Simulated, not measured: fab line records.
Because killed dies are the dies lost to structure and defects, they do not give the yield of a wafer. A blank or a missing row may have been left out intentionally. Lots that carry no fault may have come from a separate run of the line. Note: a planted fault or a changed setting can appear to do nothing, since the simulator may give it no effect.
One fault through the eyes of 2 desks / flow nand_harc / what lay behind the numbers comes last; until then each desk has only its own

## METROLOGY DESK
Means of the sampled wafers that have a number, per lot and without regard to the tool the lot ran on: this is what the gauges read. The brackets show how far a lot's mean lies from the usual mean; more than 4 standard deviations puts the lot out of limits, marked OUT.
Columns: A = cd_nm at NHARC_P_M1_CD_MEAS_09, usual 129.8 nm
lot=L130; first seen here=day 7 03:17; A=129.1
lot=L129; first seen here=day 7 03:35; A=130.8
lot=L132; first seen here=day 7 19:59; A=129.3
lot=L135; first seen here=day 9 09:04; A=130.2
lot=L137; first seen here=day 10 03:58; A=129.7
lot=L138; first seen here=day 10 12:46; A=129.3
lot=L143; first seen here=day 12 05:32; A=123.0 (-8.3) OUT
lot=L145; first seen here=day 13 06:51; A=125.8 (-4.9) OUT
lot=L149; first seen here=day 14 23:34; A=129.4
lot=L150; first seen here=day 15 20:17; A=128.7
lot=L151; first seen here=day 15 22:13; A=129.8
This desk's verdict: out of limits on L143, L145, starting with L143 at day 12 05:32 (cd_nm at NHARC_P_M1_CD_MEAS_09). L130, L129, L132, L135, L137, L138, L149, L150, L151: within limits.

## AT THE TOOL OWNER'S DESK: litho_track-06
The tool's own readings at NHARC_P_M1_PEB_07 (peb time 65 s): means of the sampled wafers that have a number, for each lot that ran on this tool. The brackets show how far a lot's mean lies from the usual mean; more than 4 standard deviations puts the lot out of limits, marked OUT.
Columns: A = heater_power_total_W at NHARC_P_M1_PEB_07, usual 156.6 W
lot=L129; first seen here=day 7 03:30; A=157.0
lot=L135; first seen here=day 9 08:59; A=156.8
lot=L137; first seen here=day 10 03:53; A=156.4
lot=L143; first seen here=day 12 05:27; A=175.1 (+44) OUT
lot=L145; first seen here=day 13 06:46; A=169.5 (+31) OUT
This desk's verdict: out of limits on L143, L145, starting with L143 at day 12 05:27 (heater_power_total_W at NHARC_P_M1_PEB_07). L129, L135, L137: within limits.

## BROUGHT TOGETHER
At day 12 05:27, on L143, L145, the tool owner's desk was in a position to raise an alarm.
On L143, L145, the metrology desk was in a position to raise an alarm at day 12 05:32.
Every lot named ran NHARC_P_M1_PEB_07 on litho_track-06.

## WHAT HAD BEEN PUT IN BY THE SIMULATOR
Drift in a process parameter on litho_track-06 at NHARC_P_M1_PEB_07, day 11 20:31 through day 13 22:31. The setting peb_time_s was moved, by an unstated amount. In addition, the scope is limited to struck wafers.
Shown lots that were struck: L143, L145.
Hours from the fault's start to each desk's first reading out of limits: the tool owner's desk, 9; the metrology desk, 9.
